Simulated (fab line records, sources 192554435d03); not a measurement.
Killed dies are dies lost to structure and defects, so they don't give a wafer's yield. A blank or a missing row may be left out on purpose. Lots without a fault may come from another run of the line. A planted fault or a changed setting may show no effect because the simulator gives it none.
Chamber matching | flow n5_finfet | N5_SPACER0_ALD_00 on ald_sin-03: 4 sister chambers
The step deposits SiOCN, target thk 3.5 nm, pulse time 3 s, purge time 2 s. 4 wafers are shown with their chamber, then 9 later ones without.

WAFERS WITH THEIR CHAMBER
wafer  | chamber | heater_power_w (W)
L083.1 | 2       | 941
L090.2 | 0       | 846
L090.3 | 1       | 835
L090.4 | 3       | 856

WAFERS WITHOUT THEIR CHAMBER
wafer  | heater_power_w (W)
L091.3 | 843
L091.4 | 838
L091.6 | 853
L092.1 | 826
L092.2 | 821
L092.5 | 929
L095.1 | 844
L095.4 | 962
L095.5 | 849

WHICH CHAMBER EACH WENT THROUGH
wafer  | from the rows above          | in truth
L091.3 | can't be placed: 0 or 1 or 3 | 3
L091.4 | can't be placed: 1 or 0 or 3 | 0
L091.6 | can't be placed: 3 or 0 or 1 | 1
L092.1 | can't be placed: 1 or 0      | 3
L092.2 | can't be placed: 1 or 0      | 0
L092.5 | 2                            | 2
L095.1 | can't be placed: 0 or 1 or 3 | 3
L095.4 | 2                            | 2
L095.5 | can't be placed: 0 or 3 or 1 | 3
Placed correctly: 2 of 9. Can't be placed from these rows: 7 (the true chamber is among the candidates in 6). Placed wrongly: 0.
How it was worked out, from the rows above alone: a wafer's distance from a chamber is the root of the sum, over the readings, of the square of ((its reading less the chamber's mean) divided by the reading's scatter). The wafer belongs to the nearest chamber; if the next one is less than 2 further off, it can't be placed. A chamber's mean is the mean of its shown wafers. The scatter: with one shown wafer a chamber, the root of the mean of the squares of how far each hidden wafer lies from its nearest shown one.
